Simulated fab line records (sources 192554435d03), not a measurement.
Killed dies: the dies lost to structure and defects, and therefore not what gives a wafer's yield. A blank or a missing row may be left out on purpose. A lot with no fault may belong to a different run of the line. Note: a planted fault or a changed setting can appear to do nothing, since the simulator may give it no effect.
Chamber matching | flow n5 finfet | N5_BEOL_M2_STRIP_66 on rie diel-05 has 4 sister chambers
The step strips in CF4. 4 wafers are shown with their chamber, then 10 later ones without.

WAFERS, EACH WITH ITS CHAMBER
wafer  | chamber | drypump motor current A (A)
L086.6 | 0       | 5.1
L087.5 | 2       | 6.7
L090.1 | 1       | 5.8
L090.3 | 3       | 5.0

WAFERS WITH NO CHAMBER GIVEN
wafer  | drypump motor current A (A)
L090.5 | 5.8
L092.1 | 5.8
L092.2 | 5.0
L092.4 | 6.7
L094.3 | 5.0
L094.4 | 5.1
L094.6 | 5.0
L096.4 | 5.0
L096.5 | 6.6
L096.6 | 5.8

EACH ONE'S CHAMBER
wafer  | from the rows above | in truth
L090.5 | 1                   | 1
L092.1 | 1                   | 1
L092.2 | 3                   | 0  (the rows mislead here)
L092.4 | 2                   | 2
L094.3 | 3                   | 3
L094.4 | 0                   | 0
L094.6 | 3                   | 3
L096.4 | 3                   | 3
L096.5 | 2                   | 2
L096.6 | 1                   | 1
Placed correctly: 9 of 10. Not placeable from these rows: 0. Wrongly placed: 1.
How it was worked out, from the rows above alone: a wafer's distance from a chamber is the root of the sum, over the readings, of the square of ((its reading less the chamber's mean) divided by the reading's scatter). The wafer belongs to the nearest chamber; if the next one is less than 2 further off, it can't be placed. The mean given for a chamber averages the wafers shown for that chamber. The scatter: with one shown wafer a chamber, the root of the mean of the squares of how far each hidden wafer lies from its nearest shown one.
